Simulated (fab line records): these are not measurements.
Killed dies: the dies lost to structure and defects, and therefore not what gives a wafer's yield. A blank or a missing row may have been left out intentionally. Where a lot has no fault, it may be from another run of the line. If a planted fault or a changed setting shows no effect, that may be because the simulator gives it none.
Which tool is to blame? ; flow n5Finfet ; Sampling: 24 lots, 72 wafers, 2 of 1938 route steps

WHAT THE GAUGES READ, wafer by wafer
N5_BEOL_M1_OCD_MEAS_38. Usual: 55.6 nm for trenchDepthNm, sd 1.1.
lot;measured;on;trenchDepthNm (nm);flag
L074;day 7 05:38;ocd-01;55.0 55.1 54.1;
L076;day 7 06:32;ocd-02;54.6 56.2 57.7;
L078;day 7 08:37;ocd-01;56.3 54.9 54.5;
L077;day 7 08:40;ocd-02;55.3 55.8 55.4;
L075;day 7 08:41;ocd-01;55.3 57.1 55.1;
L079;day 7 12:00;ocd-02;56.1 56.4 55.4;
L080;day 7 16:33;ocd-02;55.1 57.2 55.9;
L081;day 8 13:14;ocd-01;54.4 56.1 56.6;
L082;day 8 18:38;ocd-01;56.9 56.6 56.4;
L083;day 8 21:54;ocd-02;55.5 54.4 54.5;
L084;day 9 12:58;ocd-01;54.4 55.1 56.6;
L086;day 9 16:10;ocd-02;55.5 54.3 55.3;
L085;day 9 22:41;ocd-02;56.1 57.3 56.4;
L087;day 10 04:15;ocd-02;56.6 54.8 56.8;
L088;day 10 20:25;ocd-02;55.9 57.1 57.1;
L089;day 11 05:05;ocd-01;56.3 54.6 56.5;
L090;day 11 05:27;ocd-01;53.4 55.4 55.8;
L091;day 11 08:31;ocd-02;53.8 55.7 54.3;
L092;day 11 11:16;ocd-01;57.2 56.4 58.0;
L093;day 11 15:10;ocd-01;54.9 54.9 54.5;
L094;day 11 18:29;ocd-01;53.7 54.6 53.8;
L095;day 12 05:52;ocd-02;54.4 55.0 53.6;
L096;day 12 06:33;ocd-02;54.5 57.2 57.1;
L097;day 12 10:52;ocd-02;54.9 55.1 55.5;

TOOL THAT RAN EACH LOT (tool first, then ch and the chambers of the sampled wafers, then the start)
lot;N5_BEOL_M1_VIA_ETCH_34
L074;rieDiel-04 ch 0,2,3, day 7 05:22
L076;rieDiel-01 ch 1,3, day 7 06:16
L078;rieDiel-01 ch 1,2,3, day 7 08:22
L077;rieDiel-04 ch 0,1, day 7 08:24
L075;rieDiel-05 ch 0,2, day 7 08:26
L079;rieDiel-01 ch 0,1,2, day 7 11:44
L080;rieDiel-01 ch 0,1,3, day 7 16:18
L081;rieDiel-01 ch 2,3, day 8 12:59
L082;rieDiel-01 ch 0,1,2, day 8 18:22
L083;rieDiel-04 ch 0,2, day 8 21:39
L084;rieDiel-05 ch 0,1,3, day 9 12:41
L086;rieDiel-01 ch 2,3, day 9 15:54
L085;rieDiel-01 ch 1,2, day 9 22:26
L087;rieDiel-01 ch 1,3, day 10 03:59
L088;rieDiel-01 ch 0,1,3, day 10 20:10
L089;rieDiel-05 ch 0,1,2, day 11 04:50
L090;rieDiel-05 ch 0,2,3, day 11 05:12
L091;rieDiel-01 ch 2,3, day 11 08:15
L092;rieDiel-01 ch 0,2, day 11 11:01
L093;rieDiel-04 ch 0,1, day 11 14:54
L094;rieDiel-04 ch 0,2, day 11 18:14
L095;rieDiel-04 ch 0,1,3, day 12 05:35
L096;rieDiel-01 ch 0,1,3, day 12 06:18
L097;rieDiel-04 ch 0,1,2, day 12 10:37
- N5_BEOL_M1_VIA_ETCH_34: etches the open film in C4F6/O2, target depth 67.8 nm, time 64.4 s.

AS READ BY THE TOOLS THEMSELVES (means over the sampled wafers that have a number; for cases with no such wafer, the mark the record gives instead)
N5_BEOL_M1_VIA_ETCH_34. Usual: drypumpMotorCurrentA 5.8 A, standard deviation 0.47; oesProductAu 0.80 a.u., standard deviation 0.082; rfVppV 664 V, standard deviation 14; showerheadPlenumPTorr 2.84 Torr, standard deviation 0.069; throttleValvePct 30.81 %, standard deviation 0.27.
lot;tool;drypumpMotorCurrentA (A);oesProductAu (a.u.);rfVppV (V);showerheadPlenumPTorr (Torr);throttleValvePct (%);flag
L074;rieDiel-04;5.7;0.73;660;2.80;30.88;
L076;rieDiel-01;6.3;0.86;661;2.85;30.79;
L078;rieDiel-01;5.9;0.83;662;2.87;30.60;
L077;rieDiel-04;5.8;0.76;669;2.80;30.95;
L075;rieDiel-05;5.0;0.74;657;2.87;30.94;
L079;rieDiel-01;5.8;0.77;675;2.91;30.66;
L080;rieDiel-01;6.2;0.78;673;2.88;30.85;
L081;rieDiel-01;5.5;0.87;662;2.86;30.60;
L082;rieDiel-01;5.8;0.76;675;2.90;30.68;
L083;rieDiel-04;5.7;0.72;660;2.78;30.84;
L084;rieDiel-05;5.2;0.82;659;2.90;30.94;
L086;rieDiel-01;5.5;0.86;662;2.86;30.62;
L085;rieDiel-01;5.8;0.75;665;2.89;30.45;
L087;rieDiel-01;6.2;0.76;663;2.87;30.64;
L088;rieDiel-01;6.2;0.84;672;2.88;30.84;
L089;rieDiel-05;5.4;0.76;657;2.89;31.06;
L090;rieDiel-05;5.1;0.77;655;2.82;30.95;
L091;rieDiel-01;5.9;0.86;660;2.82;30.81;
L092;rieDiel-01;5.8;0.90;685;2.90;30.85;
L093;rieDiel-04;5.8;0.73;668;2.78;30.96;
L094;rieDiel-04;5.7;0.70;659;2.77;30.85;
L095;rieDiel-04;5.8;0.73;668;2.79;31.05;
L096;rieDiel-01;6.2;0.82;673;2.87;30.84;
L097;rieDiel-04;5.7;0.75;655;2.76;30.86;

THE ANSWER, worked out from the rows above alone
Rule: a lot is off if the mean of its wafers that have a number lies more than 3 standard deviations from the usual mean. Also off: a lot with no number at a reading for which 4 or more lots have one. Where the step has rows for the other lots, those lots are counted as sound. After the gauges, taken in route order, come the tools' own readings; for these a lot's mean is taken, as printed above. The first step at which some lot is off is used, and at that step the reading that is off furthest; a lot without a number counts as furthest.
No lot is off on any of the readings shown, so nothing can be concluded from this.

WHAT THE SIMULATOR HAD INSERTED
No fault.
